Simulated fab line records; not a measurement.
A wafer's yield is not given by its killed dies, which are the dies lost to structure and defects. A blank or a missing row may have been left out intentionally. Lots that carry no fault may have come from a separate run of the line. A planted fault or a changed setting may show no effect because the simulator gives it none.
Matching of chambers / flow n5-finfet / N5_BEOL_M3_ALD_84 on ald-metal-02: 4 sister chambers
The step deposits TaN, pulse time 2 s, purge time 3 s, co reactant purge time 2 s. 4 wafers are shown with their chamber, then 12 later ones without.

== WAFERS PAIRED WITH THEIR CHAMBERS ==
wafer=L086.1; chamber=1; heater-power-w (W)=411
wafer=L086.5; chamber=3; heater-power-w (W)=418
wafer=L091.4; chamber=0; heater-power-w (W)=402
wafer=L091.6; chamber=2; heater-power-w (W)=387

== WAFERS WITH NO CHAMBER GIVEN ==
wafer=L093.3; heater-power-w (W)=400
wafer=L093.4; heater-power-w (W)=390
wafer=L093.5; heater-power-w (W)=394
wafer=L094.4; heater-power-w (W)=404
wafer=L094.5; heater-power-w (W)=390
wafer=L094.6; heater-power-w (W)=441
wafer=L095.1; heater-power-w (W)=404
wafer=L095.5; heater-power-w (W)=379
wafer=L095.6; heater-power-w (W)=421
wafer=L097.1; heater-power-w (W)=387
wafer=L097.4; heater-power-w (W)=429
wafer=L097.5; heater-power-w (W)=395

== CHAMBER TAKEN BY EACH ==
wafer=L093.3; from the rows above=can't be placed: 0 or 1 or 2 or 3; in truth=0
wafer=L093.4; from the rows above=can't be placed: 2 or 0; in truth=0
wafer=L093.5; from the rows above=can't be placed: 2 or 0 or 1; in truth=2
wafer=L094.4; from the rows above=can't be placed: 0 or 1 or 3 or 2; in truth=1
wafer=L094.5; from the rows above=can't be placed: 2 or 0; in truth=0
wafer=L094.6; from the rows above=can't be placed: 3 or 1 or 0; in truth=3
wafer=L095.1; from the rows above=can't be placed: 0 or 1 or 3 or 2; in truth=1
wafer=L095.5; from the rows above=can't be placed: 2 or 0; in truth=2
wafer=L095.6; from the rows above=can't be placed: 3 or 1 or 0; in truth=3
wafer=L097.1; from the rows above=can't be placed: 2 or 0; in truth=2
wafer=L097.4; from the rows above=can't be placed: 3 or 1 or 0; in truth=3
wafer=L097.5; from the rows above=can't be placed: 0 or 2 or 1 or 3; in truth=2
Correctly placed: 0 of 12. Not placeable from these rows: 12 (in 12, the candidates include the true chamber). Number placed wrongly: 0.
How it was worked out, from the rows above alone: a wafer's distance from a chamber is the root of the sum, over the readings, of the square of ((its reading less the chamber's mean) divided by the reading's scatter). If the next closest chamber is less than 2 further off than the closest, the wafer can't be placed; otherwise it belongs to the closest. The mean given for a chamber averages the wafers shown for that chamber. The scatter (one wafer shown for each chamber): square how far every hidden wafer sits from the nearest shown wafer, average those squares and take the square root.
